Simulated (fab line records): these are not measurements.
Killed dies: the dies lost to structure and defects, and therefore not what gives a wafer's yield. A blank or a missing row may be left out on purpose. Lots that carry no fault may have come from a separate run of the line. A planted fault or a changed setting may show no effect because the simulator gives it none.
Comparing a struck lot with a sound one -- flow n5-finfet -- 38 steps out of a route of 1938
Sound: wafers L667.2, L667.3, L667.4. Struck: wafer L656.2 (L656.3, L656.5, from the same lot, were not struck and are left out); the cause is given at the end.
At each step with rows: each side's tool, then ch and its chambers, then its first start. Under that, the readings that differ: sound wafers -- struck wafers -- difference of the means -- sigmas: that difference in standard deviations of wafers without a fault.
alike: a reading whose means differ by less than 2 such deviations, as well as words and numbers matching on both sides. not compared: withheld readings; readings where some wafer has no value; bounds like >300 that might hide an equal value; numbers whose values overlap and for which the record gives no deviation.
A row with sigmas, a row that says differs or no value, or rows on one side alone: a step with any of these is where the two part. Numbers that have no deviation but don't overlap get no sigmas and don't part them. A reading missing from all wafers of one side parts the sides only when that side holds two or more wafers.

first, 11 steps without rows for these wafers: N5_BEOL_M0_SAQP_STRIP_108 (strips in N2/H2); N5_BEOL_M0_SAQP_RECESS_109 (chemistry HF/NH3, target SiO2, target depth 3 nm, afs cycles 1, sublimation time 60 s); N5_BEOL_M0_SAQP_SPACER2_ALD_26 (deposits SiO2, target thk 15 nm, pulse time 1 s, purge time 2 s); N5_BEOL_M0_SAQP_SPACER2_ETCHBACK_27 (etches SiO2 in CHF3/O2, target depth 22.5 nm, time 11.25 s); N5_BEOL_M0_SAQP_MANDREL2_REMOVE_110 (chemistry HBr/Cl2/O2, target a-Si, stops on SiCN, bt time 10 s); N5_BEOL_M0_SAQP_COAT_69 (time 60 s, resist thk 90 nm); N5_BEOL_M0_SAQP_COAT_72 (time 60 s, resist thk 15 nm); N5_BEOL_M0_SAQP_COAT_87 (time 60 s, resist thk 5 nm); N5_BEOL_M0_SAQP_COAT_34 (resist thk 30 nm); N5_BEOL_M0_SAQP_EBR_36; N5_BEOL_M0_SAQP_SOFTBAKE_35 (time 60 s).
N5_BEOL_M0_SAQP_EXPOSE_37: exposes mask M0 CUT1, target cd 30 nm.
  sound on euv-scanner-01 ch 0, day 9 15:45; struck on euv-scanner-02 ch 0, day 6 23:41
  alike: mask, reticle-temp-C
then, 2 steps without rows for these wafers: N5_BEOL_M0_SAQP_PEB_38 (peb time 60 s); N5_BEOL_M0_SAQP_DEVELOP_39 (develop time 30 s).
N5_BEOL_M0_SAQP_CD_MEAS_40: the cd target is 30 nm.
  sound on cd-sem-03 ch 0, day 9 15:53; struck on cd-sem-01 ch 0, day 6 23:49
reading,sound,struck,difference,sigmas
cd-nm (nm),30.12 29.84 29.66,22.45,-7.42,-31
N5_BEOL_M0_SAQP_DESCUM_45: chemistry O2, time 7 s.
  sound on rie-diel-02 ch 0,1,2, day 9 16:04; struck on rie-diel-02 ch 0, day 6 23:57
reading,sound,struck,difference,sigmas
bias-power-w (W),19.92 20.05 19.99,19.86,-0.13,-2
model.BEOL_M0_SAQP.cd-nm (nm),30 29.8 29.8,22.6,-7.3,
  alike: drypump-motor-current-A, oes-product-au, rf-vpp-V, showerhead-plenum-p-Torr, throttle-valve-pct
  not compared: rf-hours-counter-h
then, 6 steps without rows for these wafers: N5_BEOL_M0_SAQP_ETCH_88 (etches underlayer in N2/H2, target depth 6.5 nm, time 5.2 s); N5_BEOL_M0_SAQP_ETCH_73 (etches SiARC in CF4, target depth 19.5 nm, time 32.5 s); N5_BEOL_M0_SAQP_CUT_ETCH_46 (etches SOC in N2/H2, target depth 135 nm, overetch 27 nm, time 202.5 s); N5_BEOL_M0_SAQP_STRIP_74 (strips in N2/H2); N5_BEOL_M0_SAQP_STRIP_89 (strips in N2/H2); N5_BEOL_M0_SAQP_ALD_48 (deposits SiO2, target thk 20 nm, pulse time 1 s, co reactant pulse time 1 s).
N5_BEOL_M0_SAQP_ETCH_49: etches SiO2 in CF4/O2, target depth 37 nm.
  sound on rie-diel-02 ch 0,1,2, day 9 16:53; struck on rie-diel-02 ch 2, day 7 00:50
reading,sound,struck,difference,sigmas
model.BEOL_M0_SAQP.cd-nm (nm),30.2 29.8 29.4,22.6,-7.2,
  alike: drypump-motor-current-A, oes-product-au, rf-vpp-V, showerhead-plenum-p-Torr, throttle-valve-pct
  not compared: rf-hours-counter-h
then, 13 steps without rows for these wafers: N5_BEOL_M0_SAQP_STRIP_75 (strips in CF4); N5_BEOL_M0_CUTY_COAT_50 (time 60 s, resist thk 15 nm); N5_BEOL_M0_CUTY_COAT_51 (resist thk 150 nm); N5_BEOL_M0_CUTY_EBR_52; N5_BEOL_M0_CUTY_SOFTBAKE_53 (time 60 s); N5_BEOL_M0_CUTY_EXPOSE_54 (exposes mask M0 ABLK); N5_BEOL_M0_CUTY_PEB_55 (peb time 60 s); N5_BEOL_M0_CUTY_DEVELOP_56 (develop time 30 s); N5_BEOL_M0_CUTY_DESCUM_61 (chemistry O2, time 7.9 s); N5_BEOL_M0_CUTY_ETCH_62 (etches SiARC in CF4, time 58.5 s); N5_BEOL_M0_CUTY_ETCH_63 (etches SOC in N2/H2, target depth 82.7 nm, overetch 16.5 nm, time 124 s); N5_BEOL_M0_CUTY_STRIP_64 (strips in N2/H2); N5_BEOL_M0_ETCH_138 (etches SiCN in CH3F/O2, target depth 12 nm, time 31.6 s).
N5_BEOL_M4_RC_MEAS_101:
  the record has rows for the sound wafers here (prober-02 ch 0, day 11 15:44) and none for the struck ones
-- the record jumps here: 6 days lie between the struck wafers' starts before and after (it left off in module BEOL_M4 and takes up again in module PASSIVATION, whose first step shown is number 1936 of the route) --
N5_PASSIVATION_PROBE_49:
  rows exist in the record for the struck wafers here (prober-01, day 13 11:00), but not for the sound ones

## WHERE THEY PART
Last at N5_PASSIVATION_PROBE_49 as far as this record goes, first at N5_BEOL_M0_SAQP_CD_MEAS_40.

WHY: what had been put in by the simulator
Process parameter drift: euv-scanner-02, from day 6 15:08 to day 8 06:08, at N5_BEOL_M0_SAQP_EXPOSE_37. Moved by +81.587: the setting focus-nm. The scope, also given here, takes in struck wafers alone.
